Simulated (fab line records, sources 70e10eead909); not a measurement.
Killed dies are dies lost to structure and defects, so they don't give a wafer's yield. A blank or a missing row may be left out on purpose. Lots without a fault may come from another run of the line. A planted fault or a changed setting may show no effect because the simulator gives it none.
Tool commonality check | flow nand_harc | 11 lots, 33 wafers sampled

WHY IT WAS OPENED
At NHARC_A_CHANNEL_HOLE_D1_INSPECT_12 the reading raw_defect_count is flagged on 2 of 11 lots. Wafers without a fault read 5.3, standard deviation 2.8.
Rule: a lot is flagged when every wafer of it that has a number lies more than 4 standard deviations from that mean, or none has a number. The other lots count as sound.

lot  | measured     | on                | raw_defect_count, wafer by wafer | flag
L301 | day 8 21:44  | defect_inspect-02 | 3 1 3                            |
L306 | day 10 07:02 | defect_inspect-02 | 1 4 4                            |
L308 | day 11 05:05 | defect_inspect-01 | 8 5 5                            |
L311 | day 12 18:46 | defect_inspect-01 | 887 918 919                      | FLAGGED
L313 | day 13 13:31 | defect_inspect-02 | 904 885 914                      | FLAGGED
L318 | day 15 15:16 | defect_inspect-02 | 2 3 7                            |
L320 | day 16 02:10 | defect_inspect-02 | 8 1 2                            |
L321 | day 16 19:56 | defect_inspect-02 | 6 7 5                            |
L322 | day 17 04:22 | defect_inspect-02 | 5 7 4                            |
L323 | day 17 12:40 | defect_inspect-02 | 3 4 3                            |
L324 | day 18 05:44 | defect_inspect-01 | 4 5 4                            |
The numbers of the flagged lots are 904.5 on average: +899.2 against the usual, or +99 or more standard deviations.

WHICH TOOL RAN EACH LOT
The record holds 3 process steps before the reading, out of a route of 1302 steps. In each cell: the tool, then ch and the chambers that the sampled wafers went through, then the start.
lot  | flag    | NHARC_A_ZERO_WELL_DESCUM_12        | NHARC_A_CHANNEL_HOLE_D1_DEP_00 | NHARC_A_CHANNEL_HOLE_D1_DEP_01
L301 |         | rie_diel-10 ch 0,2,3, day 7 01:21  | acl_dep-03 ch 0, day 8 18:59   | pecvd-01 ch 0,1,2, day 8 20:56
L306 |         | rie_diel-10 ch 2,3, day 8 17:54    | acl_dep-03 ch 0, day 10 04:16  | pecvd-01 ch 0,1,2, day 10 06:13
L308 |         | rie_diel-10 ch 1,2, day 9 11:22    | acl_dep-03 ch 0, day 11 02:19  | pecvd-01 ch 0,2, day 11 04:14
L311 | FLAGGED | rie_diel-04 ch 1,2, day 11 01:01   | acl_dep-03 ch 0, day 12 16:32  | pecvd-01 ch 0,1, day 12 17:58
L313 | FLAGGED | rie_diel-10 ch 0,2, day 11 21:53   | acl_dep-01 ch 0, day 13 11:02  | pecvd-01 ch 0,1, day 13 12:40
L318 |         | rie_diel-13 ch 0,1,3, day 13 21:15 | acl_dep-02 ch 0, day 15 12:44  | pecvd-02 ch 0,1, day 15 14:22
L320 |         | rie_diel-04 ch 0,1,3, day 14 12:17 | acl_dep-01 ch 0, day 15 23:43  | pecvd-02 ch 1,2, day 16 01:19
L321 |         | rie_diel-04 ch 0,2,3, day 15 02:38 | acl_dep-02 ch 0, day 16 17:06  | pecvd-01 ch 0,1, day 16 19:05
L322 |         | rie_diel-10 ch 0,1,2, day 15 13:46 | acl_dep-01 ch 0, day 17 01:43  | pecvd-04 ch 0,1, day 17 03:40
L323 |         | rie_diel-10 ch 0,1,2, day 15 17:56 | acl_dep-02 ch 0, day 17 09:50  | pecvd-02 ch 1,2, day 17 11:49
L324 |         | rie_diel-10 ch 0,1,2, day 16 09:50 | acl_dep-01 ch 0, day 18 03:24  | pecvd-01 ch 1,2, day 18 05:00
What these steps do:
- NHARC_A_ZERO_WELL_DESCUM_12: chemistry O2, time 3 s.
- NHARC_A_CHANNEL_HOLE_D1_DEP_00: deposits aC, target thk 3100 nm.
- NHARC_A_CHANNEL_HOLE_D1_DEP_01: deposits SiON, target thk 140 nm.
- NHARC_A_CHANNEL_HOLE_D1_INSPECT_12

FLAGGED OVER TOTAL, TOOL BY TOOL (the gauges that took the reading come last)
step                               | tool              | lots run | flagged | share of the flagged lots | sound lots run after its first flagged lot
NHARC_A_ZERO_WELL_DESCUM_12        | rie_diel-04       | 3        | 1       | some                      | 2 (L320,L321)
NHARC_A_ZERO_WELL_DESCUM_12        | rie_diel-10       | 7        | 1       | some                      | 3 (L322,L323,L324)
NHARC_A_ZERO_WELL_DESCUM_12        | rie_diel-13       | 1        | 0       | none                      | -
NHARC_A_CHANNEL_HOLE_D1_DEP_00     | acl_dep-01        | 4        | 1       | some                      | 3 (L320,L322,L324)
NHARC_A_CHANNEL_HOLE_D1_DEP_00     | acl_dep-02        | 3        | 0       | none                      | -
NHARC_A_CHANNEL_HOLE_D1_DEP_00     | acl_dep-03        | 4        | 1       | some                      | 0
NHARC_A_CHANNEL_HOLE_D1_DEP_01     | pecvd-01          | 7        | 2       | all                       | 2 (L321,L324)
NHARC_A_CHANNEL_HOLE_D1_DEP_01     | pecvd-02          | 3        | 0       | none                      | -
NHARC_A_CHANNEL_HOLE_D1_DEP_01     | pecvd-04          | 1        | 0       | none                      | -
NHARC_A_CHANNEL_HOLE_D1_INSPECT_12 | defect_inspect-01 | 3        | 1       | some                      | 1 (L324)
NHARC_A_CHANNEL_HOLE_D1_INSPECT_12 | defect_inspect-02 | 8        | 1       | some                      | 5 (L318,L320,L321,L322,L323)

WHAT THE TABLE ALLOWS
1 row of the table ran every flagged lot: pecvd-01 at NHARC_A_CHANNEL_HOLE_D1_DEP_01.
- pecvd-01 at NHARC_A_CHANNEL_HOLE_D1_DEP_01: 2 of its 7 lots flagged. Sound lots ran on it after the first flagged one (L321, L324), which a lasting fault on the whole tool wouldn't allow.
No row of the table ran every flagged lot and no sound lot after the first.

WHAT THE SIMULATOR HAD PUT IN
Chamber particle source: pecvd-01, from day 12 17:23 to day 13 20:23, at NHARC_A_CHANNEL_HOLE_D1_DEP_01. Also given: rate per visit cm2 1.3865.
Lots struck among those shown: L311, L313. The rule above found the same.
